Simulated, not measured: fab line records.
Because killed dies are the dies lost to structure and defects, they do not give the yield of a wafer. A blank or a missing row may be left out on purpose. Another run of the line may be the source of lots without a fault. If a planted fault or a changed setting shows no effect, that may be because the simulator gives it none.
Matching of chambers ; flow nandHarc ; 4 sister chambers for NHARC_A_CONTACT_ETCH_102 on rieDiel-12
The step etches the open film in CF4/O2, target depth 100 nm, overetch 10 nm, time 55 s. 4 wafers are shown with their chamber, then 12 later ones without.

WAFERS, EACH WITH ITS CHAMBER
wafer;chamber;drypumpMotorCurrentA (A)
L089.2;1;5.9
L091.5;2;5.0
L090.3;0;5.3
L090.6;3;6.3

WAFERS WHOSE CHAMBER IS MISSING
wafer;drypumpMotorCurrentA (A)
L093.1;6.3
L093.3;5.0
L093.6;5.3
L095.1;5.3
L095.3;5.9
L095.6;6.3
L096.2;6.3
L096.4;5.3
L096.6;5.3
L097.1;5.1
L097.3;5.9
L097.5;5.0

WHICH CHAMBER EACH WENT THROUGH
wafer;from the rows above;in truth
L093.1;3;3
L093.3;2;2
L093.6;0;0
L095.1;0;0
L095.3;1;1
L095.6;3;3
L096.2;3;3
L096.4;0;0
L096.6;0;0
L097.1;2;2
L097.3;1;1
L097.5;2;2
Correct placement for 12 of the 12. Number that these rows cannot place: 0. Wrongly placed: 0.
How it was worked out, from the rows above alone: a wafer's distance from a chamber is the root of the sum, over the readings, of the square of ((its reading less the chamber's mean) divided by the reading's scatter). The wafer belongs to the nearest chamber; if the next one is less than 2 further off, it can't be placed. A chamber's mean is the mean of its shown wafers. The scatter: root of mean squared gap, hidden wafer to nearest shown wafer, with one shown wafer a chamber.
